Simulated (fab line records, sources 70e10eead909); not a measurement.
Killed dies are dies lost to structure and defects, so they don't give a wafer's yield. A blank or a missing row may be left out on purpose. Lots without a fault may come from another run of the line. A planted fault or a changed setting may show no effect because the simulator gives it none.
fab line records | flow nand_harc
record lots=13 wafers=38 last_day=33
route steps=1302 shown A_SIN_REMOVE@951 A_WL_FILL@967
lots that met no fault: from a run of the same line without faults
start_h: hours from the record's first day to the start of the lot's first wafer shown | wait_h: hours since the lot's step before | " the same as in the row above | L1.1+2: a row that stands for several wafers | - no value, or no start given | * or withheld: withheld | < > ~ a bound
route shown NAME@n: a module of which the file shows steps, and the number in the route of the first | usual: mean/standard deviation of fault-free wafers | same: alike in all rows | chamber/n: place in a boat | sites: the reading at each site | _std_site: their standard deviation | _edge_site: outer sites' mean less inner sites' | radius_mm: how far each site lies from the wafer's centre | mask NAME#n: copy n | behind: the tool/chamber that last shaped the wafer | hold: why the lot was held/for how many hours/how that ended | device: the transistor (n, p or np) that didn't switch | end of line: the same wafers' tests at the end of the route | a step without rows: its recipe alone | killed: dies lost to structure and defects at the first sort, not the wafer's yield | map: a wafer's dies, x killed, . not, _ none there
set.NAME: the setting as run; set.NAME@STEP: as run at that earlier step | model.NAME: the simulator's own value behind a step, which no gauge read
steps of the route over a sample of lots; a table a step, a row a wafer
services: from which hour (start_h, from the record's first day; less than 0 if before it) a tool's chamber was out of use, for how many hours, and why
## steps
# step NHARC_A_SIN_REMOVE_INSPECT_04
# usual raw_defect_count=400/100
# columns lot.wafer tool chamber start_h wait_h raw_defect_count
L538.2 defect_inspect-01 - 478.07 0.0 510
L538.3 " - " " 388
L538.6 " - " " 538
L540.1 defect_inspect-01 - 497.12 0.0 457
L540.3 " - " " 457
L540.5 " - " " 525
L541.2 defect_inspect-02 - 499.01 0.0 406
L541.5 " - " " 452
L541.6 " - " " 591
L544.1 defect_inspect-02 - 509.51 0.0 388
L544.2 " - " " 635
L544.6 " - " " 393
L543.1 defect_inspect-02 - 538.65 0.0 416
L543.5 " - " " 348
L543.6 " - " " 298
L546.1 defect_inspect-02 - 558.41 0.0 393
L546.5 " - " " 423
L553.1 defect_inspect-02 - 621.20 0.0 322
L553.3 " - " " 287
L553.5 " - " " 248
L556.1 defect_inspect-01 - 628.30 0.0 635
L556.5 " - " " 499
L556.6 " - " " 487
L555.2 defect_inspect-02 - 631.80 0.0 388
L555.5 " - " " 219
L555.6 " - " " 199
L554.3 defect_inspect-01 - 631.80 0.0 381
L554.4 " - " " 349
L554.6 " - " " 368
L558.1 defect_inspect-02 - 676.42 0.0 489
L558.3 " - " " 360
L558.4 " - " " 304
L560.3 defect_inspect-02 - 683.33 0.0 306
L560.4 " - " " 266
L560.5 " - " " 363
L559.1 defect_inspect-02 - 695.40 0.0 281
L559.2 " - " " 327
L559.3 " - " " 443
# step NHARC_A_WL_FILL_STRIP_29
# recipe time_s=20 o2_flow_sccm=500 ar_flow_sccm=0 bias_w=0 chemistry=O2
# usual drypump_motor_current_A=5.7/0.32 oes_product_au=0.996/0.0098 rf_vpp_V=57.8/0.89 showerhead_plenum_p_Torr=3.48/0.12 throttle_valve_pct=17.036/0.0094
# columns lot.wafer tool chamber start_h wait_h drypump_motor_current_A oes_product_au rf_hours_counter_h rf_vpp_V showerhead_plenum_p_Torr throttle_valve_pct
L538.2 rie_diel-12 3 488.09 0.1 6.3 0.991 1.7 57.5 3.34 17.031
L538.3 " 0 " " 5.4 0.979 1.7 57.0 3.49 17.037
L538.6 " 3 " " 6.3 0.989 - 56.4 3.34 17.029
L540.1 rie_diel-03 0 509.90 0.1 5.4 1.005 0.8 59.8 3.36 17.040
L540.3 " 3 " " 5.7 1.000 0.8 56.8 3.32 17.033
L540.5 " 0 " " 5.4 1.005 - 58.0 3.36 17.045
L541.2 rie_diel-13 2 509.95 0.1 5.6 0.990 4.5 56.6 3.34 17.037
L541.6 " 2 " " 5.6 0.995 - 58.5 3.34 17.042
L541.5 " 3 " " 6.0 0.998 - 58.8 3.64 17.036
L544.2 rie_diel-12 1 522.22 0.1 5.2 1.009 2.9 59.0 3.68 17.025
L544.1 " 0 " " 5.5 1.003 3.1 58.0 3.49 17.029
L544.6 " 2 " " 5.2 0.999 - 57.7 3.67 17.026
L543.1 rie_diel-03 0 551.01 0.1 5.4 0.998 1.9 57.8 3.36 17.021
L543.6 " 0 " " 5.4 0.997 - 57.2 3.36 17.034
L543.5 " 1 " " 5.6 0.977 - 56.4 3.43 17.031
L546.1 rie_diel-03 0 568.22 0.1 5.4 1.009 2.1 58.9 3.36 17.051
L546.5 " 2 " " 6.0 1.004 - 56.3 3.50 17.050
L553.3 rie_diel-13 1 633.17 0.1 5.7 0.989 3.2 59.1 3.52 17.041
L553.1 " 2 " " 5.6 0.975 3.2 57.4 3.34 17.038
L553.5 " 3 " " 6.0 0.992 - 58.4 3.64 17.031
L554.4 rie_diel-03 3 642.99 0.1 5.7 1.014 3.8 57.9 3.32 17.046
L554.3 " 1 " " 5.6 0.995 4.4 56.9 3.43 17.036
L554.6 " 3 " " 5.7 1.015 - 57.1 3.32 17.041
L556.1 rie_diel-12 2 643.64 0.1 5.2 0.992 0.6 59.2 3.67 17.031
L556.5 " 0 " " 5.4 0.996 - 58.2 3.48 17.049
L556.6 " 1 " " 5.2 0.981 - 58.0 3.68 17.041
L555.2 rie_diel-13 0 643.73 0.1 6.0 1.004 3.0 57.4 3.53 17.029
L555.6 " 2 " " 5.6 0.992 - 57.2 3.34 17.040
L555.5 " 3 " " 6.0 1.011 - 58.3 3.64 17.041
L558.4 rie_diel-12 0 689.77 0.1 5.4 0.991 4.9 58.4 3.48 17.042
L558.3 " 2 " " 5.3 0.999 4.3 59.0 3.67 17.030
L558.1 " 3 " " 6.2 1.009 4.4 58.1 3.33 17.034
L560.4 rie_diel-12 2 696.44 0.1 5.2 0.996 4.5 58.4 3.67 17.031
L560.3 " 0 " " 5.4 0.990 5.0 58.2 3.48 17.032
L560.5 " 2 " " 5.2 0.990 - 56.7 3.66 17.044
L559.1 rie_diel-13 3 707.27 0.1 6.0 0.990 0.0 56.9 3.64 17.049
L559.3 " 0 " " 6.1 1.003 0.0 56.2 3.52 17.038
L559.2 " 1 " " 5.7 0.989 0.0 57.6 3.52 17.030
# step NHARC_A_WL_FILL_ALD_19
# recipe target_thk_a=20 pulse_time_s=3 ald_cycles=100 temp_c=450 material=TiN
# usual ald_cycles=100/0 heater_power_w=1081/110 precursor_pulse_height_rel=1.003/0.017
# columns lot.wafer tool chamber start_h wait_h ald_cycles heater_power_w precursor_pulse_height_rel since_wet_clean_h
L538.3 ald_metal-02 3 493.60 0.1 100 1029 1.002 52
L538.2 " 0 " " 100 1027 1.008 52
L538.6 " 1 " " 100 1135 0.978 -
L540.1 ald_metal-03 0 515.46 0.1 100 1035 1.010 115
L540.3 " 2 " " 100 1029 0.972 116
L540.5 " 1 " " 100 1184 0.981 -
L541.2 ald_metal-01 2 515.57 0.2 100 938 1.001 158
L541.6 " 3 " " 100 1272 1.034 -
L541.5 " 0 " " 100 1100 0.982 -
L544.2 ald_metal-02 3 527.75 0.1 100 1027 0.971 86
L544.1 " 2 " " 100 1152 1.012 86
L544.6 " 0 " " 100 991 1.005 -
L543.1 ald_metal-02 3 557.35 0.1 93 1034 1.018 115
L543.5 " 3 " " 100 1000 1.023 -
L543.6 " 0 " " 100 992 1.012 -
L546.1 ald_metal-02 1 573.55 0.1 93 1153 1.003 132
L546.5 " 0 " " 100 1003 0.995 -
L553.3 ald_metal-01 1 638.69 0.1 100 1174 0.986 103
L553.1 " 2 " " 100 878 0.951 103
L553.5 " 0 " " 100 1047 0.989 -
L555.2 ald_metal-02 2 648.60 0.1 100 1205 1.012 29
L555.6 " 0 " " 100 968 1.004 -
L555.5 " 1 " " 100 1182 0.998 -
L556.1 ald_metal-01 0 648.63 0.1 100 1068 0.994 113
L556.6 " 2 " " 100 889 0.996 -
L556.5 " 3 " " 100 1294 0.989 -
L554.3 ald_metal-03 1 648.64 0.2 100 1173 1.012 71
L554.4 " 3 " " 100 968 1.001 -
L554.6 " 1 " " 100 1139 0.983 -
L558.4 ald_metal-02 1 695.39 0.1 100 1175 0.993 75
L558.1 " 2 " " 100 1178 1.022 75
L558.3 " 3 " " 100 1031 1.005 75
L560.3 ald_metal-01 0 702.96 0.1 100 1039 0.979 167
L560.4 " 1 " " 100 1152 1.014 167
L560.5 " 3 " " 100 1338 1.002 -
L559.3 ald_metal-03 0 712.86 0.1 100 1036 1.005 135
L559.2 " 1 " " 100 1161 1.018 135
L559.1 " 2 " " 100 1102 1.019 135
# step NHARC_A_WL_FILL_INSPECT_15
# usual raw_defect_count=481/120
# columns lot.wafer tool chamber start_h wait_h raw_defect_count
L538.2 defect_inspect-02 - 494.43 0.0 646
L538.3 " - " " 734
L538.6 " - " " 441
L540.1 defect_inspect-01 - 516.35 0.0 462
L540.3 " - " " 668
L540.5 " - " " 474
L541.2 defect_inspect-02 - 516.36 0.0 505
L541.5 " - " " 411
L541.6 " - " " 394
L544.1 defect_inspect-01 - 528.59 0.0 789
L544.2 " - " " 485
L544.6 " - " " 483
L543.1 defect_inspect-01 - 558.21 0.0 443
L543.5 " - " " 354
L543.6 " - " " 324
L546.1 defect_inspect-01 - 574.38 0.0 459
L546.5 " - " " 337
L553.1 defect_inspect-01 - 639.52 0.0 558
L553.3 " - " " 408
L553.5 " - " " 461
L555.2 defect_inspect-02 - 649.43 0.1 405
L555.5 " - " " 500
L555.6 " - " " 656
L556.1 defect_inspect-01 - 649.45 0.0 476
L556.5 " - " " 738
L556.6 " - " " 537
L554.3 defect_inspect-01 - 649.60 0.0 500
L554.4 " - " " 413
L554.6 " - " " 419
L558.1 defect_inspect-02 - 696.23 0.0 531
L558.3 " - " " 413
L558.4 " - " " 351
L560.3 defect_inspect-01 - 703.77 0.0 423
L560.4 " - " " 475
L560.5 " - " " 283
L559.1 defect_inspect-01 - 713.71 0.0 459
L559.2 " - " " 547
L559.3 " - " " 498
## services
# columns tool chamber start_h hours kind
rie_diel-03 3 466.70 3.3 repair
rie_diel-12 2 469.95 23.5 repair
rie_diel-03 - 477.72 9.0 pm
rie_diel-13 0 477.87 34.1 repair
ald_metal-01 - 495.12 1.1 repair
rie_diel-13 - 519.00 9.0 pm
ald_metal-01 - 526.00 10.0 pm
ald_metal-02 1 543.84 4.9 repair
rie_diel-12 1 552.02 4.2 repair
rie_diel-12 3 589.69 3.0 repair
rie_diel-12 2 590.97 2.5 repair
ald_metal-02 0 591.28 3.9 repair
ald_metal-02 - 600.19 0.8 repair
ald_metal-02 - 610.00 10.0 pm
rie_diel-12 3 613.56 2.9 repair
rie_diel-03 3 621.71 6.9 repair
rie_diel-12 - 622.57 9.0 pm
rie_diel-03 - 654.72 9.0 pm
rie_diel-03 1 671.94 4.3 repair
ald_metal-02 1 676.24 14.5 repair
ald_metal-01 - 680.63 0.6 repair
rie_diel-12 1 690.48 1.4 repair
rie_diel-13 - 696.00 9.0 pm
ald_metal-01 - 704.00 10.0 pm
## key
first_sign step=NHARC_A_WL_FILL_ALD_19 reading=ald_cycles direction=down sigmas=99+ usual=100 struck=93
effect none on later readings
met_at NHARC_A_WL_FILL_ALD_19
struck_lots L543,L546
struck_wafers L543.1,L546.1
tester_left_out L543,L546
not_acting_at NHARC_A_SIN_REMOVE_INSPECT_04,NHARC_A_WL_FILL_STRIP_29,NHARC_A_WL_FILL_INSPECT_15
onset_between 527.75 557.35
fault kind=process_parameter_drift tool=ald_metal-02 chamber=- onset_h=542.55 steps=NHARC_A_WL_FILL_ALD_19 channel=ald_cycles offset=-7 shape=step end_h=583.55 scope=struck_wafers_only acts_in=these_recipes_only stated=100
# tester_left_out: of these lots the tester's yield and bins aren't shown, on N5 and GAA mostly nor the transistor test; their killed dies are dies lost to structure and defects alone, not to doping, threshold or leakage, so they don't give the yield
